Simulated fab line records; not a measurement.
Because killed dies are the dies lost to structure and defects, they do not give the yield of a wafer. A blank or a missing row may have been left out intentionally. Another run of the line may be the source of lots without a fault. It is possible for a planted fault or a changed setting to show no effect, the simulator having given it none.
fab line records | flow n5_finfet | part 1 of 2: steps 1 to 27 of 35
[record] lots = 5 wafers = 15 last_day = 15
route steps=1938 shown MIM_TOP_LITHO@1839 MIM_TOP_ETCH@1851 MIM_BOT_LITHO@1854 MIM_BOT_ETCH@1866 PASS1_CAP@1873
lots untouched by any fault: they come from a run of this same line in which no faults occurred
start_h: the number of hours between the record's first day and the start of the first shown wafer of the lot | wait_h: how many hours have passed since the lot's step before this one | " identical to the entry in the row above | L1.1+2: several wafers, shown together as one row | - either no value or no given start | * or withheld: withheld | < > ~ a bound
route shown NAME@n: a module of which the file shows steps, and the number in the route of the first | usual: average and standard deviation across the fault-free wafers | same: alike in all rows | chamber/n: place in a boat | sites: each site's reading | _std_site: the values' standard deviation | _edge_site: inner sites' mean taken away from outer sites' mean | radius_mm: how far each site lies from the wafer's centre | mask NAME#n: copy n | behind: the tool/chamber that last shaped the wafer | hold: reason for holding the lot/hours on hold/outcome of the hold | device: whichever transistor did not switch (one of n, p or np) | end of line: the route-end tests of the same wafers | step lacking rows: just its recipe | killed: dies lost to structure and defects at the first sort, not the wafer's yield | map: dies across one wafer; x = killed, . = not, _ = none there
set.NAME: the run value of the setting; set.NAME@STEP: its run value at that earlier step | model.NAME: the simulator's own value behind a step, which no gauge read
a table for each step, a row for each wafer; lots at some steps of the route
services: a tool's chamber out of use, with start hour (start_h, from the record's first day; less than 0 if before it), hours out, and reason
[[steps]]
[step N5_MIM_TOP_LITHO_HMDS_01]
[recipe] time_s = 60 temp_c = 120
// columns lot.wafer tool chamber start_h wait_h
L078.2+3+4 litho_track-03 0 280.59 0.1
L079.1+3+5 litho_track-02 0 299.15 0.1
L083.2+4+6 litho_track-02 0 311.04 0.1
L084.1+2+6 litho_track-03 0 324.81 0.1
L088.1+3+5 litho_track-03 0 346.36 0.1
[step N5_MIM_TOP_LITHO_COAT_02]
[recipe] spin_rpm = * resist_thk_nm = *
// columns lot.wafer tool chamber start_h wait_h
L078.2+3+4 litho_track-03 0 - -
L079.1+3+5 litho_track-02 0 - -
L083.2+4+6 litho_track-02 0 - -
L084.1+2+6 litho_track-03 0 - -
L088.1+3+5 litho_track-03 0 - -
[step N5_MIM_TOP_LITHO_EBR_04]
[recipe] solvent = PGMEA ebr_width_mm = 1.5
// columns lot.wafer tool chamber start_h wait_h
L078.2+3+4 litho_track-03 0 - -
L079.1+3+5 litho_track-02 0 - -
L083.2+4+6 litho_track-02 0 - -
L084.1+2+6 litho_track-03 0 - -
L088.1+3+5 litho_track-03 0 - -
[step N5_MIM_TOP_LITHO_SOFTBAKE_03]
[recipe] temp_c = 100 time_s = 90
// columns lot.wafer tool chamber start_h wait_h
L078.2+3+4 litho_track-03 0 - -
L079.1+3+5 litho_track-02 0 - -
L083.2+4+6 litho_track-02 0 - -
L084.1+2+6 litho_track-03 0 - -
L088.1+3+5 litho_track-03 0 - -
[step N5_MIM_TOP_LITHO_EXPOSE_05]
[recipe] mask_id = MIM_TOP na = 0.55 source_shape = conventional sigma_outer = 0.8 polarization = unpolarized target_cd_nm = 2000 dose_mj = 20.5
// columns lot.wafer tool chamber start_h wait_h mask
L078.2+3+4 krf_scanner-02 0 280.70 - MIM_TOP#0
L079.1+3+5 krf_scanner-02 0 299.26 - MIM_TOP#0
L083.2+4+6 krf_scanner-01 0 311.28 - MIM_TOP#0
L084.1+2+6 krf_scanner-02 0 325.05 - MIM_TOP#0
L088.1+3+5 krf_scanner-02 0 346.47 - MIM_TOP#0
[step N5_MIM_TOP_LITHO_PEB_06]
[recipe] peb_temp_c = withheld peb_time_s = *
// columns lot.wafer tool chamber start_h wait_h
L078.2+3+4 litho_track-03 0 280.75 0.0
L079.1+3+5 litho_track-03 0 299.32 0.1
L083.2+4+6 litho_track-02 0 311.33 0.0
L084.1+2+6 litho_track-02 0 325.10 0.1
L088.1+3+5 litho_track-04 0 346.52 0.1
[step N5_MIM_TOP_LITHO_DEVELOP_07]
[recipe] develop_time_s = 60 rinse_liquid = diw dry = air_spin dev_temp_c = 21
// columns lot.wafer tool chamber start_h wait_h
L078.2+3+4 litho_track-03 0 - -
L079.1+3+5 litho_track-03 0 - -
L083.2+4+6 litho_track-02 0 - -
L084.1+2+6 litho_track-02 0 - -
L088.1+3+5 litho_track-04 0 - -
[step N5_MIM_TOP_LITHO_HARDBAKE_09]
[recipe] temp_c = 130 time_s = 120
// columns lot.wafer tool chamber start_h wait_h
L078.2+3+4 litho_track-03 0 - -
L079.1+3+5 litho_track-03 0 - -
L083.2+4+6 litho_track-02 0 - -
L084.1+2+6 litho_track-02 0 - -
L088.1+3+5 litho_track-04 0 - -
[step N5_MIM_TOP_LITHO_CD_MEAS_08]
[recipe] target_cd_nm = 2000 landing_energy_ev = 500 detector = se_inlens
[usual] cd_nm = 2000.7/2.3
// columns lot.wafer tool chamber start_h wait_h cd_nm
L078.2 cd_sem-03 0 280.87 - 1995.6
L078.3 " 0 " " 1999.8
L078.4 " 0 " " 2002.2
L079.1 cd_sem-03 0 299.44 - 2002.3
L079.3 " 0 " " 1997.2
L079.5 " 0 " " 1995.3
L083.2 cd_sem-01 0 311.45 - 2001.5
L083.4 " 0 " " 2000.8
L083.6 " 0 " " 2002.3
L084.1 cd_sem-03 0 325.22 - 2001.3
L084.2 " 0 " " 1996.5
L084.6 " 0 " " 1996.6
L088.1 cd_sem-01 0 346.64 - 2003.0
L088.3 " 0 " " 2000.8
L088.5 " 0 " " 2002.6
[step N5_MIM_TOP_LITHO_OVL_MEAS_11]
[recipe] points_per_wafer = 44
[usual] MIM_TOP_OVL = 2/5.3
// columns lot.wafer tool chamber start_h wait_h MIM_TOP_OVL[nm]
L078.2 overlay-02 0 280.90 0.0 11
L078.3 " 0 " " 2
L078.4 " 0 " " 8
L079.1 overlay-01 0 299.47 0.0 10
L079.3 " 0 " " 5
L079.5 " 0 " " 2
L083.2 overlay-01 0 311.48 0.0 4
L083.4 " 0 " " 2
L083.6 " 0 " " 6
L084.1 overlay-01 0 325.25 0.0 -3
L084.2 " 0 " " -15
L084.6 " 0 " " -11
L088.1 overlay-02 0 346.67 0.0 -7
L088.3 " 0 " " -6
L088.5 " 0 " " -3
[step N5_MIM_TOP_LITHO_INSPECT_12]
[recipe] mode = adi inspect_instrument = macro
[usual] raw_defect_count = 2.1/1.5
// columns lot.wafer tool chamber start_h wait_h raw_defect_count
L078.2 defect_inspect-01 - 280.92 0.0 2
L078.3 " - " " 0
L078.4 " - " " 3
L079.1 defect_inspect-01 - 299.49 0.0 2
L079.3 " - " " 2
L079.5 " - " " 1
L083.2 defect_inspect-01 - 311.50 0.0 0
L083.4 " - " " 1
L083.6 " - " " 0
L084.1 defect_inspect-02 - 325.28 0.0 5
L084.2 " - " " 0
L084.6 " - " " 2
L088.1 defect_inspect-02 - 346.70 0.0 2
L088.3 " - " " 7
L088.5 " - " " 4
[step N5_MIM_TOP_LITHO_DESCUM_10]
[recipe] chemistry = O2 time_s = 7.9 source_power_w = 50 bias_power_w = 20 pressure_mtorr = 20 rf_frequency_hz = 2.712e+07 temp_c = 40 o2_flow_sccm = 225
[usual] chamber_pressure_mTorr = 19.999/0.02 drypump_motor_current_A = 5.69/0.3 oes_product_au = 0.80/0.079 rf_vpp_V = 243.4/1.2 showerhead_plenum_p_Torr = 2.10/0.055 throttle_valve_pct = 20.4/0.31
// columns lot.wafer tool chamber start_h wait_h chamber_pressure_mTorr drypump_motor_current_A oes_product_au rf_hours_counter_h rf_vpp_V showerhead_plenum_p_Torr throttle_valve_pct
L078.2 rie_diel-01 2 281.41 0.5 19.995 5.86 0.90 24 244.9 2.21 20.6
L078.3 " 1 " " 19.999 5.56 0.71 234 245.3 2.16 20.9
L078.4 " 3 " " 19.991 5.52 0.80 104 243.2 2.12 20.7
L079.1 rie_diel-06 1 299.53 0.0 19.952 5.93 0.91 24 244.9 2.11 20.2
L079.3 " 2 " " 19.989 5.66 0.78 130 242.1 2.09 20.6
L079.5 " 2 " " 19.985 5.66 0.78 - 242.9 2.09 20.6
L083.2 rie_diel-06 2 311.53 0.0 19.966 5.66 0.77 134 242.6 2.08 20.6
L083.4 " 1 " " 20.011 5.93 0.91 27 243.2 2.11 20.2
L083.6 " 3 " " 20.000 6.06 0.77 - 241.1 2.09 20.3
L084.1 rie_diel-06 0 325.39 0.1 20.035 5.55 0.77 103 242.1 2.00 19.9
L084.2 " 2 " " 19.991 5.68 0.77 139 242.0 2.08 20.6
L084.6 " 2 " " 19.997 5.65 0.78 - 243.7 2.08 20.6
L088.1 rie_diel-01 3 346.73 0.0 20.008 5.54 0.78 131 244.3 2.11 20.7
L088.3 " 0 " " 20.011 5.11 0.78 98 241.5 2.12 20.5
L088.5 " 0 " " 20.001 5.12 0.78 - 243.0 2.13 20.5
[step N5_MIM_TOP_ETCH_ETCH_00]
[recipe] chemistry = Cl2/BCl3 target = TiN target_depth_a = 385 ion_energy_ev = 150 pressure_mtorr = 10 icp_w = 1000 bias_w = 126 Cl2_flow_sccm = 53.25 bcl3_flow_sccm = 21.75 Ar_flow_sccm = 25
[usual] chamber_pressure_mTorr = 10.000/0.0086 drypump_motor_current_A = 5.6/0.35 oes_product_au = 0.82/0.037 throttle_valve_pct = 22.85/0.17
// columns lot.wafer tool chamber start_h wait_h chamber_pressure_mTorr drypump_motor_current_A oes_product_au rf_hours_counter_h throttle_valve_pct
L078.2 rie_metal-01 1 281.50 0.1 10.001 5.5 0.87 15 23.02
L078.3 " 1 " " 10.020 5.5 0.87 - 23.02
L078.4 " 0 " " 10.002 6.2 0.82 - 22.67
L079.1 rie_metal-02 1 299.61 0.1 10.005 5.6 0.76 52 22.72
L079.3 " 0 " " 10.014 5.4 0.83 - 22.83
L079.5 " 1 " " 10.017 5.6 0.76 - 22.70
L083.2 rie_metal-01 0 311.62 0.1 10.004 6.2 0.81 25 22.66
L083.4 " 0 " " 9.980 6.3 0.81 - 22.68
L083.6 " 0 " " 10.004 6.2 0.82 - 22.66
L084.1 rie_metal-02 0 325.48 0.1 10.005 5.4 0.82 22 22.83
L084.2 " 1 " " 10.012 5.6 0.76 55 22.72
L084.6 " 1 " " 9.992 5.6 0.76 - 22.71
L088.1 rie_metal-01 1 346.82 0.1 9.997 5.6 0.85 21 23.03
L088.3 " 0 " " 10.004 6.3 0.79 - 22.65
L088.5 " 1 " " 9.993 5.6 0.85 - 23.02
[step N5_MIM_TOP_ETCH_STRIP_01]
[recipe] chemistry = O2 power_w = 600 temp_c = 60 pressure_mtorr = 30 rf_frequency_hz = 6e+07 bias_power_w = 0 overash_fraction = 0.5 o2_flow_sccm = 225
[usual] chamber_pressure_mTorr = 29.99/0.072 drypump_motor_current_A = 5.8/0.49 oes_product_au = 0.78/0.078 rf_vpp_V = 3.5/1.4 showerhead_plenum_p_Torr = 2.09/0.047 throttle_valve_pct = 16.64/0.26
// columns lot.wafer tool chamber start_h wait_h chamber_pressure_mTorr drypump_motor_current_A oes_product_au rf_hours_counter_h rf_vpp_V showerhead_plenum_p_Torr throttle_valve_pct
L078.2 rie_diel-03 1 281.64 0.1 30.12 4.8 0.85 48 4.3 2.14 16.53
L078.3 " 3 " " 29.99 6.6 0.78 120 3.2 2.11 16.55
L078.4 " 0 " " 29.85 5.3 0.79 - 2.3 2.04 16.72
L079.1 rie_diel-05 3 299.76 0.1 29.90 6.4 0.81 121 3.8 2.04 16.98
L079.3 " 2 " " 30.01 5.9 0.77 140 3.3 2.11 16.52
L079.5 " 1 " " 30.03 5.6 0.71 - 3.0 2.15 16.58
L083.2 rie_diel-05 3 311.76 0.1 29.95 6.4 0.78 126 2.3 2.04 17.01
L083.4 " 2 " " 30.01 5.9 0.78 144 4.0 2.11 16.56
L083.6 " 2 " " 30.01 5.8 0.77 - 4.1 2.11 16.61
L084.1 rie_diel-05 3 325.62 0.1 30.05 6.4 0.78 129 3.5 2.04 17.00
L084.2 " 1 " " 30.10 5.7 0.70 211 4.5 2.15 16.58
L084.6 " 0 " " 30.01 5.8 0.93 - 5.3 2.03 16.18
L088.1 rie_diel-03 3 346.96 0.1 30.01 6.6 0.76 134 2.9 2.11 16.64
L088.3 " 0 " " 29.93 5.3 0.77 134 4.0 2.03 16.75
L088.5 " 2 " " 30.06 5.7 0.90 - 1.4 2.16 16.44
[step N5_MIM_TOP_ETCH_PECVD_03]
[recipe] material = SiNx target_thk_a = 200 temp_c = 400 precursor = SiH4/NH3/N2 pressure_torr = 1.5 rf_w = 300 time_s = 17.6
[usual] heater_power_w = 822/110 showerhead_plenum_p_Torr = 5.14/0.12 throttle_valve_pct = 38.9/2
// columns lot.wafer tool chamber start_h wait_h heater_power_w showerhead_plenum_p_Torr throttle_valve_pct
L078.2 pecvd-01 1 281.70 - 1040 5.01 38.6
L078.3 " 2 " " 839 4.95 36.4
L078.4 " 2 " " 841 4.95 36.5
L079.1 pecvd-03 2 299.82 - 716 5.17 37.6
L079.3 " 0 " " 790 5.19 37.1
L079.5 " 0 " " 785 5.20 37.5
L083.2 pecvd-03 0 311.83 - 750 5.20 37.3
L083.4 " 0 " " 763 5.20 37.2
L083.6 " 1 " " 916 5.26 40.7
L084.1 pecvd-01 0 325.68 - 857 5.28 39.8
L084.2 " 2 " " 909 4.95 36.5
L084.6 " 2 " " 904 4.94 36.9
L088.1 pecvd-02 2 347.02 - 847 5.16 36.7
L088.3 " 1 " " 776 5.11 42.0
L088.5 " 2 " " 864 5.17 36.7
[step N5_MIM_BOT_LITHO_HMDS_01]
[recipe] time_s = 60 temp_c = 120
// columns lot.wafer tool chamber start_h wait_h
L078.2+3+4 litho_track-04 0 281.77 0.0
L079.1+3+5 litho_track-01 0 299.90 0.0
L083.2+4+6 litho_track-05 0 311.90 0.0
L084.1+2+6 litho_track-05 0 325.78 0.1
L088.1+3+5 litho_track-05 0 347.09 0.0
[step N5_MIM_BOT_LITHO_COAT_02]
[recipe] spin_rpm = * resist_thk_nm = *
// columns lot.wafer tool chamber start_h wait_h
L078.2+3+4 litho_track-04 0 - -
L079.1+3+5 litho_track-01 0 - -
L083.2+4+6 litho_track-05 0 - -
L084.1+2+6 litho_track-05 0 - -
L088.1+3+5 litho_track-05 0 - -
[step N5_MIM_BOT_LITHO_EBR_04]
[recipe] solvent = PGMEA ebr_width_mm = 1.5
// columns lot.wafer tool chamber start_h wait_h
L078.2+3+4 litho_track-04 0 - -
L079.1+3+5 litho_track-01 0 - -
L083.2+4+6 litho_track-05 0 - -
L084.1+2+6 litho_track-05 0 - -
L088.1+3+5 litho_track-05 0 - -
[step N5_MIM_BOT_LITHO_SOFTBAKE_03]
[recipe] temp_c = 100 time_s = 90
// columns lot.wafer tool chamber start_h wait_h
L078.2+3+4 litho_track-04 0 - -
L079.1+3+5 litho_track-01 0 - -
L083.2+4+6 litho_track-05 0 - -
L084.1+2+6 litho_track-05 0 - -
L088.1+3+5 litho_track-05 0 - -
[step N5_MIM_BOT_LITHO_EXPOSE_05]
[recipe] mask_id = MIM_BOT na = 0.55 source_shape = conventional sigma_outer = 0.8 polarization = unpolarized dose_mj = 24.25
// columns lot.wafer tool chamber start_h wait_h mask
L078.2+3+4 krf_scanner-02 0 282.01 - MIM_BOT#0
L079.1+3+5 krf_scanner-02 0 300.00 - MIM_BOT#0
L083.2+4+6 krf_scanner-01 0 312.14 - MIM_BOT#0
L084.1+2+6 krf_scanner-01 0 326.01 - MIM_BOT#0
L088.1+3+5 krf_scanner-01 0 347.33 - MIM_BOT#0
[step N5_MIM_BOT_LITHO_PEB_06]
[recipe] peb_temp_c = withheld peb_time_s = *
// columns lot.wafer tool chamber start_h wait_h
L078.2+3+4 litho_track-04 0 282.06 0.0
L079.1+3+5 litho_track-04 0 300.06 0.1
L083.2+4+6 litho_track-01 0 312.19 0.0
L084.1+2+6 litho_track-05 0 326.07 0.1
L088.1+3+5 litho_track-04 0 347.38 0.1
[step N5_MIM_BOT_LITHO_DEVELOP_07]
[recipe] develop_time_s = 60 rinse_liquid = diw dry = air_spin dev_temp_c = 21
// columns lot.wafer tool chamber start_h wait_h
L078.2+3+4 litho_track-04 0 - -
L079.1+3+5 litho_track-04 0 - -
L083.2+4+6 litho_track-01 0 - -
L084.1+2+6 litho_track-05 0 - -
L088.1+3+5 litho_track-04 0 - -
[step N5_MIM_BOT_LITHO_HARDBAKE_09]
[recipe] temp_c = 130 time_s = 120
// columns lot.wafer tool chamber start_h wait_h
L078.2+3+4 litho_track-04 0 - -
L079.1+3+5 litho_track-04 0 - -
L083.2+4+6 litho_track-01 0 - -
L084.1+2+6 litho_track-05 0 - -
L088.1+3+5 litho_track-04 0 - -
[step N5_MIM_BOT_LITHO_CD_MEAS_08]
[recipe] target_cd_nm = 3000 landing_energy_ev = 500 detector = se_inlens polarity = opening
[usual] cd_nm = 3001.4/2.3
// columns lot.wafer tool chamber start_h wait_h cd_nm
L078.2 cd_sem-01 0 282.18 - 2997.6
L078.3 " 0 " " 2996.6
L078.4 " 0 " " 3002.7
L079.1 cd_sem-02 0 300.18 - 3001.2
L079.3 " 0 " " 3003.0
L079.5 " 0 " " 2997.5
L083.2 cd_sem-02 0 312.31 - 2999.8
L083.4 " 0 " " 3002.5
L083.6 " 0 " " 2998.3
L084.1 cd_sem-02 0 326.19 - 3004.9
L084.2 " 0 " " 3002.8
L084.6 " 0 " " 2997.4
L088.1 cd_sem-03 0 347.50 - 3003.2
L088.3 " 0 " " 3004.1
L088.5 " 0 " " 2999.2
[step N5_MIM_BOT_LITHO_OVL_MEAS_11]
[recipe] points_per_wafer = 44
[usual] MIM_BOT_OVL = 1/5.6
// columns lot.wafer tool chamber start_h wait_h MIM_BOT_OVL[nm]
L078.2 overlay-02 0 282.21 0.0 7
L078.3 " 0 " " 2
L078.4 " 0 " " 3
L079.1 overlay-01 0 300.21 0.0 -3
L079.3 " 0 " " -3
L079.5 " 0 " " 4
L083.2 overlay-02 0 312.34 0.0 10
L083.4 " 0 " " 8
L083.6 " 0 " " 11
L084.1 overlay-01 0 326.22 0.0 -1
L084.2 " 0 " " 2
L084.6 " 0 " " 4
L088.1 overlay-02 0 347.53 0.0 11
L088.3 " 0 " " 9
L088.5 " 0 " " 8
[step N5_MIM_BOT_LITHO_INSPECT_12]
[recipe] mode = adi inspect_instrument = macro
[usual] raw_defect_count = 2.1/1.5
// columns lot.wafer tool chamber start_h wait_h raw_defect_count
L078.2 defect_inspect-01 - 282.24 0.0 2
L078.3 " - " " 3
L078.4 " - " " 4
L079.1 defect_inspect-01 - 300.23 0.0 0
L079.3 " - " " 0
L079.5 " - " " 1
L083.2 defect_inspect-01 - 312.36 0.0 1
L083.4 " - " " 2
L083.6 " - " " 0
L084.1 defect_inspect-01 - 326.24 0.0 2
L084.2 " - " " 2
L084.6 " - " " 3
L088.1 defect_inspect-01 - 347.56 0.0 2
L088.3 " - " " 3
L088.5 " - " " 3
[step N5_MIM_BOT_LITHO_DESCUM_10]
[recipe] chemistry = O2 time_s = 7.9 source_power_w = 50 bias_power_w = 20 pressure_mtorr = 20 rf_frequency_hz = 2.712e+07 temp_c = 40 o2_flow_sccm = 225
[usual] chamber_pressure_mTorr = 20.004/0.019 drypump_motor_current_A = 5.72/0.29 oes_product_au = 0.81/0.077 rf_vpp_V = 243.3/1.1 showerhead_plenum_p_Torr = 2.09/0.055 throttle_valve_pct = 20.33/0.29
// columns lot.wafer tool chamber start_h wait_h chamber_pressure_mTorr drypump_motor_current_A oes_product_au rf_hours_counter_h rf_vpp_V showerhead_plenum_p_Torr throttle_valve_pct
L078.2 rie_diel-06 0 282.27 0.0 20.010 5.60 0.79 88 242.7 2.00 19.84
L078.3 " 2 " " 19.999 5.64 0.80 124 242.7 2.09 20.57
L078.4 " 1 " " 19.994 5.91 0.95 17 243.7 2.11 20.15
L079.1 rie_diel-04 3 300.27 0.0 20.015 6.13 0.76 123 243.6 2.02 20.34
L079.3 " 0 " " 19.974 6.19 0.82 81 243.0 2.12 20.28
L079.5 " 3 " " 19.988 6.16 0.75 - 243.0 2.02 20.33
L083.2 rie_diel-01 3 312.40 0.0 19.984 5.54 0.79 115 242.3 2.11 20.70
L083.4 " 0 " " 20.042 5.13 0.80 83 243.9 2.13 20.43
L083.6 " 1 " " 20.003 5.55 0.71 - 243.6 2.16 20.96
L084.1 rie_diel-04 2 326.40 0.2 20.000 5.45 0.68 244 244.4 2.11 20.02
L084.2 " 3 " " 20.002 6.18 0.74 133 243.7 2.01 20.33
L084.6 " 1 " " 19.966 5.44 0.93 - 244.0 2.07 20.09
L088.1 rie_diel-06 2 347.71 0.2 20.017 5.67 0.76 147 242.5 2.08 20.59
L088.3 " 1 " " 20.002 5.93 0.88 41 245.3 2.11 20.18
L088.5 " 1 " " 20.025 5.94 0.88 - 243.5 2.11 20.18
